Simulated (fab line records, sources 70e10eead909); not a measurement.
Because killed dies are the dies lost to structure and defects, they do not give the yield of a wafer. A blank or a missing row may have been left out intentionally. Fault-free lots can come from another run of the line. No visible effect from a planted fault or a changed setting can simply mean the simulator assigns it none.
Matching of chambers || flow nand_harc || NHARC_A_STAIRCASE_TRIM_187 on rie_diel-01: 4 sister chambers
The step chemistry O2, time 211.2 s. 8 wafers are shown with their chamber, then 10 later ones without.

EACH WAFER AND ITS CHAMBER
{"wafer": "L080.2", "chamber": 3, "showerhead_plenum_p_Torr (Torr)": 3.40, "drypump_motor_current_A (A)": 6.5}
{"wafer": "L090.2", "chamber": 0, "showerhead_plenum_p_Torr (Torr)": 3.76, "drypump_motor_current_A (A)": 5.4}
{"wafer": "L090.3", "chamber": 1, "showerhead_plenum_p_Torr (Torr)": 3.29, "drypump_motor_current_A (A)": 5.6}
{"wafer": "L091.3", "chamber": 3, "showerhead_plenum_p_Torr (Torr)": 3.38, "drypump_motor_current_A (A)": 6.6}
{"wafer": "L091.4", "chamber": 0, "showerhead_plenum_p_Torr (Torr)": 3.76, "drypump_motor_current_A (A)": 5.4}
{"wafer": "L091.6", "chamber": 2, "showerhead_plenum_p_Torr (Torr)": 3.70, "drypump_motor_current_A (A)": 5.8}
{"wafer": "L092.4", "chamber": 2, "showerhead_plenum_p_Torr (Torr)": 3.69, "drypump_motor_current_A (A)": 5.8}
{"wafer": "L092.5", "chamber": 1, "showerhead_plenum_p_Torr (Torr)": 3.28, "drypump_motor_current_A (A)": 5.6}

WAFERS WHOSE CHAMBER IS MISSING
{"wafer": "L092.6", "showerhead_plenum_p_Torr (Torr)": 3.69, "drypump_motor_current_A (A)": 5.8}
{"wafer": "L096.2", "showerhead_plenum_p_Torr (Torr)": 3.81, "drypump_motor_current_A (A)": 5.6}
{"wafer": "L096.3", "showerhead_plenum_p_Torr (Torr)": 3.74, "drypump_motor_current_A (A)": 5.4}
{"wafer": "L096.5", "showerhead_plenum_p_Torr (Torr)": 3.69, "drypump_motor_current_A (A)": 5.8}
{"wafer": "L095.2", "showerhead_plenum_p_Torr (Torr)": 3.37, "drypump_motor_current_A (A)": 6.6}
{"wafer": "L095.5", "showerhead_plenum_p_Torr (Torr)": 3.74, "drypump_motor_current_A (A)": 5.4}
{"wafer": "L095.6", "showerhead_plenum_p_Torr (Torr)": 3.37, "drypump_motor_current_A (A)": 6.6}
{"wafer": "L097.1", "showerhead_plenum_p_Torr (Torr)": 3.80, "drypump_motor_current_A (A)": 5.6}
{"wafer": "L097.2", "showerhead_plenum_p_Torr (Torr)": 3.69, "drypump_motor_current_A (A)": 5.7}
{"wafer": "L097.5", "showerhead_plenum_p_Torr (Torr)": 3.74, "drypump_motor_current_A (A)": 5.4}

THE CHAMBER EACH PASSED THROUGH
{"wafer": "L092.6", "from the rows above": 2, "in truth": 2}
{"wafer": "L096.2", "from the rows above": 0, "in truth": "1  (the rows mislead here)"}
{"wafer": "L096.3", "from the rows above": 0, "in truth": 0}
{"wafer": "L096.5", "from the rows above": 2, "in truth": 2}
{"wafer": "L095.2", "from the rows above": 3, "in truth": 3}
{"wafer": "L095.5", "from the rows above": 0, "in truth": 0}
{"wafer": "L095.6", "from the rows above": 3, "in truth": 3}
{"wafer": "L097.1", "from the rows above": 0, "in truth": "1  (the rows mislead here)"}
{"wafer": "L097.2", "from the rows above": 2, "in truth": 2}
{"wafer": "L097.5", "from the rows above": 0, "in truth": 0}
Correct placement for 8 of the 10. From these rows, 0 cannot be placed. 2 placed wrongly.
How it was worked out, from the rows above alone: a wafer's distance from a chamber is the root of the sum, over the readings, of the square of ((its reading less the chamber's mean) divided by the reading's scatter). If the next closest chamber is less than 2 further off than the closest, the wafer can't be placed; otherwise it belongs to the closest. A chamber's mean is the mean of its shown wafers. How the scatter is found: for the shown wafers, subtract from each reading the mean of its chamber, square and add these, divide the total by (wafers less chambers), then take the root.
